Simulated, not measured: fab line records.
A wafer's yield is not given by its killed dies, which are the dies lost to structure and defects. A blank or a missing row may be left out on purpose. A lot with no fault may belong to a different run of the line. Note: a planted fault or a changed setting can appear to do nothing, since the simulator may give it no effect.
fab line records	flow n5-finfet
record lots=11	wafers=29	last-day=18
route steps=1938 shown BEOL_M12@1635 PASSIVATION@1936
lots that met no fault: from a run of the same line without faults
start-h: hours from the record's first day to the start of the lot's first wafer shown	wait-h: hours elapsed since this lot's preceding step	" the same as in the row above	L1.1+2: a single row standing in for several wafers	- value missing, or start not given	* or withheld: withheld	< > ~ a bound
route shown NAME@n: names a module that has steps shown in the file, with the first one's number in the route	usual: the fault-free wafers' mean and standard deviation	same: alike in all rows	chamber/n: place in a boat	sites: each site's reading	_std_site: the standard deviation of these	_edge_site: the outer-site mean with the inner-site mean subtracted	radius-mm: for every site, how far away it sits from the centre of the wafer	mask NAME#n: copy n	behind: the most recent tool/chamber to have shaped the wafer	hold: what put the lot on hold/how long, in hours/how the hold closed	device: names the non-switching transistor (n, p or np)	end of line: at the end of the route, the tests of the same wafers	where a step has no rows: the recipe by itself	killed: at the first sort, the dies lost to defects and structure; wafer yield is something else	map: shows each die of a wafer: x if killed, . if not, _ if none is there
set.NAME: the setting that was run; set.NAME@STEP: the one run at that earlier step	model.NAME: the simulator's own value behind a step, which no gauge read
a sample of lots followed through the steps of the route, with each step as a table and each wafer as a row
services: the hour from which a tool's chamber was out of use, counted from the record's first day as start-h (under 0 if before that day), plus the number of hours and why
## steps
# step N5_BEOL_M12_DESCUM_33
# recipe chemistry=O2	time-s=7.9	source-power-w=50	bias-power-w=20	pressure-mtorr=20	rf-frequency-hz=2.712e+07	temp-c=40	o2-flow-sccm=225
# usual drypump-motor-current-A=5.7/0.41	oes-product-au=0.84/0.079	rf-vpp-V=243.5/1.3	showerhead-plenum-p-Torr=2.11/0.058	throttle-valve-pct=20.35/0.18
lot.wafer	tool	chamber	start-h	wait-h	drypump-motor-current-A	oes-product-au	rf-hours-counter-h	rf-vpp-V	showerhead-plenum-p-Torr	throttle-valve-pct
L115.3	rie-diel-05	2	274.33	0.0	5.7	0.75	158	244.6	2.18	20.46
L115.4	"	2	"	"	5.7	0.74	-	245.1	2.18	20.47
L115.6	"	1	"	"	6.1	0.85	-	243.9	2.13	20.21
L117.2	rie-diel-05	2	277.46	0.0	5.7	0.74	159	245.7	2.18	20.46
L117.3	"	0	"	"	5.3	0.85	47	242.5	2.05	20.47
L117.5	"	1	"	"	6.1	0.84	-	242.4	2.13	20.24
L118.3	rie-diel-04	3	290.85	0.3	5.3	0.97	5	243.1	2.05	20.42
L118.4	"	0	"	"	5.3	0.86	34	242.4	2.14	20.42
L118.6	"	1	"	"	5.4	0.95	-	243.8	2.14	20.27
L114.1	rie-diel-06	3	299.84	0.3	5.7	0.84	62	243.9	2.10	20.07
L114.4	"	2	"	"	6.4	0.85	54	243.1	2.14	20.41
L114.5	"	0	"	"	5.4	0.65	-	240.4	1.97	20.54
L119.5	rie-diel-06	1	302.83	0.0	6.5	0.89	-	241.6	2.13	20.05
L119.6	"	2	"	"	6.4	0.85	-	244.7	2.14	20.42
L120.2	rie-diel-06	2	308.57	0.0	6.4	0.85	57	241.7	2.14	20.41
L120.4	"	1	"	"	6.5	0.88	-	243.7	2.13	20.08
L120.6	"	3	"	"	5.7	0.83	-	244.5	2.10	20.08
L122.2	rie-diel-04	1	326.76	0.1	5.4	0.91	28	244.9	2.14	20.27
L122.6	"	1	"	"	5.4	0.92	-	244.8	2.14	20.28
L124.1	rie-diel-05	1	337.32	0.0	6.1	0.82	93	243.7	2.12	20.26
L124.2	"	2	"	"	5.6	0.72	182	245.0	2.17	20.51
L124.3	"	3	"	"	6.1	1.00	8	242.4	2.04	20.12
L123.2	rie-diel-06	1	344.57	0.1	6.5	0.86	55	243.0	2.12	20.11
L123.3	"	0	"	"	5.3	0.98	9	245.5	2.23	20.22
L123.6	"	2	"	"	6.4	0.84	-	243.4	2.14	20.43
L131.2	rie-diel-06	1	379.04	0.0	6.5	0.86	65	243.5	2.12	20.09
L131.4	"	0	"	"	5.4	0.95	18	246.3	2.23	20.24
L133.2	rie-diel-04	1	392.15	0.2	5.3	0.86	55	244.4	2.13	20.33
L133.4	"	0	"	"	5.3	0.81	64	242.2	2.13	20.47
# step N5_BEOL_M12_ETCH_38
# recipe chemistry=CF4/N2	target=SiCN	target-depth-a=687	taper-deg=2	time-s=73.4	ion-energy-ev=150	mask-material=SiO2	pressure-mtorr=40	source-w=430	bias-w=70	Ar_flow_sccm=100	cf4-flow-sccm=60	n2-flow-sccm=60
# usual drypump-motor-current-A=5.7/0.37	n2-flow-sccm=60.00/0.18	oes-product-au=0.84/0.074	rf-vpp-V=383.0/1.5	showerhead-plenum-p-Torr=2.24/0.059	throttle-valve-pct=15.34/0.17
lot.wafer	tool	chamber	start-h	wait-h	drypump-motor-current-A	n2-flow-sccm	oes-product-au	rf-hours-counter-h	rf-vpp-V	showerhead-plenum-p-Torr	throttle-valve-pct
L115.3	rie-diel-05	0	279.52	-	5.3	60.29	0.82	48	380.5	2.16	15.32
L115.4	"	0	"	"	5.3	60.33	0.83	-	381.6	2.16	15.33
L115.6	"	2	"	"	5.7	59.87	0.74	-	384.6	2.30	15.55
L117.2	rie-diel-05	1	280.08	-	6.1	59.88	0.84	70	384.3	2.24	15.12
L117.3	"	2	"	"	5.7	60.36	0.74	160	384.1	2.30	15.55
L117.5	"	2	"	"	5.7	60.11	0.73	-	384.4	2.30	15.53
L118.3	rie-diel-04	1	295.34	-	5.4	60.04	0.92	18	384.2	2.25	15.18
L118.4	"	3	"	"	5.3	60.03	0.97	7	382.3	2.17	15.34
L118.6	"	2	"	"	5.8	59.71	0.77	-	385.4	2.30	15.62
L114.1	rie-diel-05	0	301.22	-	5.4	60.19	0.82	58	381.5	2.16	15.36
L114.4	"	2	"	"	5.7	60.10	0.74	-	384.4	2.29	15.56
L114.5	"	0	"	"	5.4	59.85	0.82	-	382.0	2.16	15.35
L119.5	rie-diel-04	2	303.96	-	5.8	59.86	0.76	-	384.4	2.30	15.60
L119.6	"	3	"	"	5.3	59.94	0.95	-	381.2	2.17	15.36
L120.2	rie-diel-04	3	309.27	-	5.3	59.90	0.95	11	382.0	2.17	15.34
L120.4	"	1	"	"	5.4	60.06	0.93	23	381.7	2.25	15.19
L120.6	"	1	"	"	5.4	60.35	0.92	-	384.7	2.25	15.17
L122.2	rie-diel-05	3	331.48	-	6.1	59.71	0.99	7	380.4	2.16	15.20
L122.6	"	1	"	"	6.1	60.08	0.81	-	382.8	2.23	15.18
L124.1	rie-diel-05	2	337.98	-	5.7	60.04	0.73	183	383.6	2.29	15.57
L124.2	"	1	"	"	6.1	59.92	0.81	94	382.5	2.23	15.19
L124.3	"	3	"	"	6.1	60.14	0.99	9	383.5	2.16	15.23
L123.2	rie-diel-06	0	346.61	-	5.4	59.90	0.97	10	385.4	2.36	15.26
L123.3	"	2	"	"	6.4	60.00	0.87	69	383.1	2.22	15.19
L123.6	"	2	"	"	6.4	59.79	0.86	-	383.7	2.22	15.19
L131.2	rie-diel-06	2	383.80	-	6.4	59.90	0.86	80	383.6	2.22	15.21
L131.4	"	0	"	"	5.4	59.88	0.94	20	385.7	2.36	15.27
L133.2	rie-diel-06	3	394.63	-	5.7	59.97	0.80	93	383.2	2.23	15.26
L133.4	"	1	"	"	6.5	60.24	0.87	-	383.4	2.24	15.20
# step N5_BEOL_M12_SPUTTER_43
# recipe material=TaN	target-thk-a=150	temp-c=50	bias-v=168.6	power-w=15000	chamber-pressure-pa=0.12	time-s=24.19
# usual throttle-valve-pct=30.2/0.93
lot.wafer	tool	chamber	start-h	wait-h	throttle-valve-pct
L115.3	pvd-sputter-03	-	280.03	0.0	29.5
L115.4	"	-	"	"	28.9
L115.6	"	-	"	"	29.4
L117.2	pvd-sputter-02	-	280.72	0.0	29.4
L117.3	"	-	"	"	29.6
L117.5	"	-	"	"	29.9
L118.3	pvd-sputter-02	-	295.97	0.0	31.9
L118.4	"	-	"	"	29.9
L118.6	"	-	"	"	30.0
L114.1	pvd-sputter-03	-	301.75	0.0	30.8
L114.4	"	-	"	"	31.4
L114.5	"	-	"	"	31.7
L119.5	pvd-sputter-02	-	304.51	0.0	29.5
L119.6	"	-	"	"	31.6
L120.2	pvd-sputter-03	-	309.73	0.0	30.6
L120.4	"	-	"	"	29.6
L120.6	"	-	"	"	29.0
L122.2	pvd-sputter-01	-	331.89	0.0	28.5
L122.6	"	-	"	"	30.2
L124.1	pvd-sputter-02	-	339.92	0.0	30.3
L124.2	"	-	"	"	30.2
L124.3	"	-	"	"	32.1
L123.2	pvd-sputter-03	-	347.17	0.0	31.3
L123.3	"	-	"	"	29.8
L123.6	"	-	"	"	31.4
L131.2	pvd-sputter-03	-	384.35	0.0	29.0
L131.4	"	-	"	"	30.4
L133.2	pvd-sputter-01	-	396.18	0.0	28.6
L133.4	"	-	"	"	30.5
# step N5_BEOL_M12_CMP_49
# recipe stop-on=SiOC	t-overpolish-s=20.6	down-force-psi=1	platen-rpm=50	clearing-platen-down-force-psi=1.5	clearing-platen-rpm=50	post-cmp-clean=cu-alkaline	target-thk-nm=320	clearing-platen-pad-velocity-m-s=0.99484	pad-velocity-m-s=0.99484
# usual barrier-field-endpoint-s=31.0/1.1	motor-current-A=6.0/0.72
lot.wafer	tool	chamber	start-h	wait-h	barrier-field-endpoint-s	motor-current-A
L115.4	cmp-02	2	280.79	0.2	30.2	6.1
L115.3	"	0	"	"	30.2	6.1
L115.6	"	1	"	"	30.1	5.9
L117.3	cmp-03	3	281.44	0.2	30.1	5.7
L117.2	"	2	"	"	30.0	7.5
L117.5	"	3	"	"	30.4	5.8
L118.4	cmp-03	3	296.75	0.1	30.0	5.7
L118.3	"	2	"	"	30.5	7.2
L118.6	"	3	"	"	31.2	5.7
L114.1	cmp-01	1	302.47	0.3	30.9	6.9
L114.4	"	2	"	"	31.8	5.8
L114.5	"	2	"	"	31.6	6.1
L119.5	cmp-03	3	306.11	0.2	31.5	5.8
L119.6	"	0	"	"	33.9	5.3
L120.2	cmp-01	2	311.29	0.3	32.0	6.2
L120.4	"	3	"	"	30.1	4.9
L120.6	"	0	"	"	29.3	5.7
L122.2	cmp-01	0	332.72	0.3	31.1	5.4
L122.6	"	1	"	"	31.6	7.1
L124.1	cmp-03	3	340.64	0.3	30.3	5.4
L124.3	"	0	"	"	32.3	5.5
L124.2	"	1	"	"	32.6	5.7
L123.2	cmp-03	1	347.89	0.2	32.4	5.7
L123.3	"	3	"	"	30.7	5.6
L123.6	"	1	"	"	38.5	5.5
L131.2	cmp-03	0	385.26	0.2	32.1	5.7
L131.4	"	2	"	"	36.3	7.5
L133.2	cmp-02	3	396.90	0.2	30.5	6.6
L133.4	"	0	"	"	31.4	5.8
# step N5_BEOL_M12_RS_MEAS_54
# recipe thk-meas-gauge=four-point-probe	reads=Cu_of_BEOL_M12_ECD_47+Ta_of_BEOL_M12_SPUTTER_44+TaN_of_BEOL_M12_SPUTTER_43
# usual M12_RS=0.0594/0.00087
lot.wafer	tool	chamber	start-h	wait-h	M12_RS[ohm/sq]
L115.3	film-metro-01	-	281.17	0.0	0.0593
L115.4	"	-	"	"	0.0591
L115.6	"	-	"	"	0.0587
L117.2	film-metro-01	-	281.86	0.0	0.0602
L117.3	"	-	"	"	0.0603
L117.5	"	-	"	"	0.0591
L118.3	film-metro-02	-	297.17	0.0	0.0586
L118.4	"	-	"	"	0.0603
L118.6	"	-	"	"	0.0589
L114.1	film-metro-02	-	302.89	0.0	0.0592
L114.4	"	-	"	"	0.0598
L114.5	"	-	"	"	0.0593
L119.5	film-metro-01	-	306.41	0.0	0.0586
L119.6	"	-	"	"	0.0606
L120.2	film-metro-02	-	311.63	0.0	0.0603
L120.4	"	-	"	"	0.0590
L120.6	"	-	"	"	0.0597
L122.2	film-metro-02	-	333.03	0.0	0.0593
L122.6	"	-	"	"	0.0586
L124.1	film-metro-02	-	341.06	0.0	0.0595
L124.2	"	-	"	"	0.0584
L124.3	"	-	"	"	0.0577
L123.2	film-metro-01	-	348.31	0.0	0.0585
L123.3	"	-	"	"	0.0582
L123.6	"	-	"	"	0.0610
L131.2	film-metro-02	-	385.67	0.1	0.0587
L131.4	"	-	"	"	0.0592
L133.2	film-metro-01	-	397.35	0.1	0.0586
L133.4	"	-	"	"	0.0600
# step N5_PASSIVATION_PROBE_49
# usual defect-limited-yield=91.1/1.3	killed_at_M0_to_M3=32/9.7	killed_at_M4_up=16/6	killed-at-contacts=12/5.9	killed-at-front-end=41/11	killed-at-other=4/3.1	killed-dies=104/16	killed-open=68/12	killed-short=34/7.4	sort_bin_5_function=5.1/0.85	sort_bin_6_memory=3.3/0.66	sort_bin_8_speed=0.1/0.53	sort-n-pass=1075/16	sort-yield-pct=91.1/1.4
# same gross-dies=1180	killed-at-back-side=0	sort_bin_4_leakage[%]=0
lot.wafer	tool	chamber	start-h	wait-h	defect-limited-yield[%]	killed_at_M0_to_M3	killed_at_M4_up	killed-at-contacts	killed-at-front-end	killed-at-other	killed-dies	killed-open	killed-short	sort_bin_5_function[%]	sort_bin_6_memory[%]	sort_bin_8_speed[%]	sort-n-pass	sort-yield-pct[%]
L119.6	prober-02	-	343.50	0.3	92.2	30	14	13	31	4	92	65	26	4.7	2.9	0	1088	92.2
L120.2	prober-02	-	346.97	0.1	93.5	25	11	7	31	3	77	47	21	2.9	2.9	0	1103	93.5
L120.6	prober-02	-	347.17	0.3	92.5	29	15	12	30	2	88	56	32	4.8	2.3	0	1092	92.5
L122.2	prober-01	-	367.61	0.1	89.9	34	11	9	54	11	119	69	43	6.4	2.6	0.1	1061	89.9
L122.6	prober-01	-	367.81	0.3	88.8	50	17	12	42	11	132	81	51	6.4	4.4	0	1048	88.8
L124.1	prober-01	-	370.58	0.0	90.8	28	15	14	51	1	109	66	39	5.6	3.1	0	1071	90.8
L124.2	prober-01	-	370.63	0.1	91.1	11	30	5	57	2	105	74	27	5.0	3.8	0	1075	91.1
L124.3	prober-01	-	370.68	0.1	89.6	31	17	15	60	0	123	86	27	5.8	3.7	0	1057	89.6
L123.2	prober-02	-	376.96	0.1	90.1	39	22	12	42	2	117	85	32	5.6	3.8	0	1063	90.1
L123.3	prober-02	-	377.01	0.1	90.4	37	28	10	35	3	113	78	35	5.0	3.8	0	1067	90.4
L123.6	prober-02	-	377.16	0.3	92.2	25	23	18	26	0	92	67	24	4.9	2.5	0	1088	92.2
# killed by level:class
L119.6 MOL_CONTACT_COAG:geometric-particle:open=11 BEOL_M0_SAQP:geometric-particle:open=8 BEOL_M0_SAQP:geometric-particle:short=8 FIN_SAQP:geometric-particle:open=6 BEOL_M4:geometric-particle:open=6 GATE_CUT:geometric-particle:short=4 STI_FIN_REVEAL:geometric-particle:open=4 GATE_CUT:geometric-particle:open=4
L120.2 BEOL_M1:geometric-particle:open=8 HKMG_FIN:area-etch=6 STI_FIN_REVEAL:geometric-particle:open=5 MOL_CONTACT_COAG:geometric-particle:open=5 BEOL_M0:geometric-particle:open=5 STI_FIN_REVEAL:geometric-particle:short=3 GATE_CUT:geometric-particle:open=3 BEOL_M1:geometric-particle:short=3
L120.6 MOL_CONTACT_COAG:geometric-particle:open=11 BEOL_M0_SAQP:geometric-particle:short=9 STI_FIN_REVEAL:geometric-particle:open=7 BEOL_M8:geometric-particle:open=7 FIN_SAQP:geometric-particle:short=6 GATE_CUT:geometric-particle:short=6 BEOL_M3:geometric-particle:open=6 BEOL_M1:geometric-particle:open=5
L122.2 FIN_SAQP:geometric-particle:short=14 BEOL_M0_SAQP:geometric-particle:open=11 FIN_SAQP:geometric-particle:open=9 GATE_CUT:geometric-particle:open=9 GATE_CUT:geometric-particle:short=6 MOL_CONTACT_COAG:geometric-particle:open=6 BEOL_M0_SAQP:geometric-particle:short=6 HKMG_FIN:area-etch=6
L122.6 FIN_SAQP:geometric-particle:open=10 BEOL_M3:geometric-particle:open=10 GATE_CUT:geometric-particle:short=10 MOL_CONTACT_COAG:geometric-particle:open=9 BEOL_M4:geometric-particle:open=8 BEOL_M0_SAQP:geometric-particle:open=8 BEOL_M0:geometric-particle:open=7 PAD_METAL:geometric-particle:short=7
L124.1 FIN_SAQP:geometric-particle:open=17 FIN_SAQP:geometric-particle:short=15 MOL_CONTACT_COAG:geometric-particle:open=12 BEOL_M2:geometric-particle:open=10 BEOL_M4:geometric-particle:open=7 BEOL_M0_SAQP:geometric-particle:short=6 BEOL_M2:geometric-particle:short=5 GATE_CUT:geometric-particle:open=4
L124.2 BEOL_M4:geometric-particle:open=17 FIN_SAQP:geometric-particle:open=16 FIN_SAQP:geometric-particle:short=13 MOL_CONTACT_COAG:geometric-particle:open=5 STI_FIN_REVEAL:geometric-particle:open=5 GATE_CUT:geometric-particle:open=5 STARTING-WAFER:geometric-particle:open=5 BEOL_M5:geometric-particle:open=5
L124.3 FIN_SAQP:geometric-particle:open=12 MOL_CONTACT_COAG:geometric-particle:open=11 BEOL_M2:geometric-particle:open=11 STI_FIN_REVEAL:geometric-particle:open=10 HKMG_FIN:area-etch=9 FIN_SAQP:geometric-particle:short=7 BEOL_M1:geometric-particle:open=7 DUMMY_GATE:geometric-particle:open=6
L123.2 BEOL_M4:geometric-particle:open=16 STI_FIN_REVEAL:geometric-particle:open=13 MOL_CONTACT_COAG:geometric-particle:open=10 BEOL_M1:geometric-particle:open=9 BEOL_M0_SAQP:geometric-particle:open=8 DUMMY_GATE:geometric-particle:open=7 FIN_SAQP:geometric-particle:open=6 BEOL_M2:geometric-particle:open=6
L123.3 BEOL_M4:geometric-particle:open=15 STI_FIN_REVEAL:geometric-particle:open=14 BEOL_M1:geometric-particle:open=12 MOL_CONTACT_COAG:geometric-particle:open=7 BEOL_M4:geometric-particle:short=7 BEOL_M3:geometric-particle:open=7 DUMMY_GATE:geometric-particle:open=5 FIN_SAQP:geometric-particle:short=4
L123.6 MOL_CONTACT_COAG:geometric-particle:open=14 BEOL_M4:geometric-particle:open=12 STI_FIN_REVEAL:geometric-particle:open=8 BEOL_M2:geometric-particle:open=8 BEOL_M1:geometric-particle:open=5 BEOL_M3:geometric-particle:open=5 MOL_CONTACT_COAG:geometric-particle:short=4 BEOL_M0_SAQP:geometric-particle:short=4
## services
tool	chamber	start-h	hours	kind
rie-diel-04	3	250.90	-	clean
rie-diel-04	3	250.90	-	consumable-replace:focus-ring
rie-diel-04	3	250.90	25.0	scheduled-down
rie-diel-04	3	250.90	25.0	vent-cycle
rie-diel-04	1	252.29	3.0	repair
cmp-03	-	265.10	2.1	repair
rie-diel-06	2	275.94	2.5	repair
cmp-01	-	278.70	4.0	pm
cmp-01	-	282.70	-	consumable-replace:conditioner
cmp-01	-	282.70	-	consumable-replace:pad
rie-diel-05	3	283.73	-	clean
rie-diel-05	3	283.73	-	consumable-replace:focus-ring
rie-diel-05	3	283.73	26.2	scheduled-down
rie-diel-05	3	283.73	26.2	vent-cycle
cmp-01	-	284.29	0.9	repair
rie-diel-06	0	300.33	-	clean
rie-diel-06	0	300.33	-	consumable-replace:focus-ring
rie-diel-06	0	300.33	-	consumable-replace:showerhead
cmp-02	-	320.10	1.7	repair
cmp-02	-	323.33	4.0	pm
cmp-02	-	327.33	-	consumable-replace:conditioner
cmp-02	-	327.33	-	consumable-replace:pad
cmp-02	-	332.21	2.9	repair
cmp-02	-	383.18	5.2	pm
## key
first-sign step=N5_BEOL_M12_CMP_49	reading=barrier-field-endpoint-s	direction=up	sigmas=5.7	usual=31.0	struck=37.4
effect none on later readings
met-at N5_BEOL_M12_SPUTTER_43
struck-lots L123,L131
struck-wafers L123.6,L131.4
not-acting-at N5_BEOL_M12_DESCUM_33,N5_BEOL_M12_ETCH_38,N5_BEOL_M12_RS_MEAS_54
onset-between 309.73 347.17
fault kind=process-parameter-drift	tool=pvd-sputter-03	chamber=-	onset-h=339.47	steps=N5_BEOL_M12_SPUTTER_43	channel=time-s	offset=*	shape=step	end-h=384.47	scope=struck-wafers-only	acts-in=*	stated=*
